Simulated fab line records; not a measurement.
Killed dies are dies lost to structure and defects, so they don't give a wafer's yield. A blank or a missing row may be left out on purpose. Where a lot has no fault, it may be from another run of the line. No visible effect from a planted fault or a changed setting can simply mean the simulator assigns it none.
Matching of chambers :: flow nand harc :: NHARC_A_WL_FILL_ETCHBACK_26 on rie si-02 has 4 sister chambers
The step etches the open film in HBr, target depth 52 nm, time 13.3 s. 4 wafers are shown with their chamber, then 9 later ones without.

## WAFERS PAIRED WITH THEIR CHAMBERS
wafer: L086.1
chamber: 0
drypump motor current A (A): 6.3

wafer: L093.1
chamber: 2
drypump motor current A (A): 6.2

wafer: L093.2
chamber: 1
drypump motor current A (A): 5.7

wafer: L093.6
chamber: 3
drypump motor current A (A): 5.9

## WAFERS WITHOUT THEIR CHAMBER
wafer: L089.1
drypump motor current A (A): 6.2

wafer: L089.2
drypump motor current A (A): 5.7

wafer: L089.5
drypump motor current A (A): 5.7

wafer: L096.2
drypump motor current A (A): 6.2

wafer: L096.4
drypump motor current A (A): 6.0

wafer: L096.5
drypump motor current A (A): 6.2

wafer: L097.2
drypump motor current A (A): 6.3

wafer: L097.4
drypump motor current A (A): 5.7

wafer: L097.6
drypump motor current A (A): 5.7

## EACH ONE'S CHAMBER
wafer: L089.1
from the rows above: 2
in truth: 2

wafer: L089.2
from the rows above: 1
in truth: 1

wafer: L089.5
from the rows above: 1
in truth: 1

wafer: L096.2
from the rows above: 2
in truth: 2

wafer: L096.4
from the rows above: 3
in truth: 3

wafer: L096.5
from the rows above: 2
in truth: 2

wafer: L097.2
from the rows above: 0
in truth: 0

wafer: L097.4
from the rows above: 1
in truth: 1

wafer: L097.6
from the rows above: 1
in truth: 1
Correctly placed: 9 of 9. Left unplaced by these rows: 0. Wrongly placed: 0.
How it was worked out, from the rows above alone: a wafer's distance from a chamber is the root of the sum, over the readings, of the square of ((its reading less the chamber's mean) divided by the reading's scatter). If the next closest chamber is less than 2 further off than the closest, the wafer can't be placed; otherwise it belongs to the closest. A chamber's mean is the mean of its shown wafers. The scatter: with one shown wafer a chamber, the root of the mean of the squares of how far each hidden wafer lies from its nearest shown one.
